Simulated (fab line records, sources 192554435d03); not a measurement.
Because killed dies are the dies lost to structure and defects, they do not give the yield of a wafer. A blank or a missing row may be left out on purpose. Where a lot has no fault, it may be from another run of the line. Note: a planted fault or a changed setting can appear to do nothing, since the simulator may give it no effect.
The same fault as seen by 2 desks + flow n5Finfet + what lay behind the numbers comes last; until then each desk has only its own

== DESK OF THE TOOL OWNER: pecvd-03 ==
The tool's own readings at N5_BEOL_M12_ILD_DEP_00 (deposits SiOC from DEMS/O2, target thk 658.92 nm, time 130.7 s): means of the sampled wafers that have a number, for each lot that ran on this tool. If a lot's mean is further than 4 standard deviations from the usual mean, the lot is out of limits and carries the mark OUT (the distance appears in the brackets).
Columns: A = heaterPowerW at N5_BEOL_M12_ILD_DEP_00, usual 486 W; B = showerheadPlenumPTorr at N5_BEOL_M12_ILD_DEP_00, usual 5.692 Torr; C = throttleValvePct at N5_BEOL_M12_ILD_DEP_00, usual 11.8 %
| lot  | first seen here | A   | B     | C    |
|------|-----------------|-----|-------|------|
| L717 | day 15 08:52    | 409 | 5.692 | 11.8 |
| L720 | day 15 15:37    | 469 | 5.694 | 11.9 |
| L721 | day 16 01:27    | 402 | 5.696 | 11.9 |
This desk found nothing out of limits on any of the 3 lots.

== THE METROLOGY DESK ==
Lot by lot, what the gauges showed, no matter which tool ran the lot: averages of those sampled wafers that carry a number. If a lot's mean is further than 4 standard deviations from the usual mean, the lot is out of limits and carries the mark OUT (the distance appears in the brackets).
Columns: A = M12_ILD_THK at N5_BEOL_M12_THK_MEAS_01, usual 659 nm
| lot  | first seen here | A   |
|------|-----------------|-----|
| L717 | day 15 08:59    | 663 |
| L720 | day 15 15:45    | 672 |
| L721 | day 16 01:35    | 675 |
| L727 | day 17 09:05    | 650 |
This desk found nothing out of limits on any of the 4 lots.

== TAKEN TOGETHER ==
The desk of the tool owner found nothing out of limits.
From the metrology desk's view, nothing was out of limits.

== WHAT THE SIMULATOR HAD PUT IN ==
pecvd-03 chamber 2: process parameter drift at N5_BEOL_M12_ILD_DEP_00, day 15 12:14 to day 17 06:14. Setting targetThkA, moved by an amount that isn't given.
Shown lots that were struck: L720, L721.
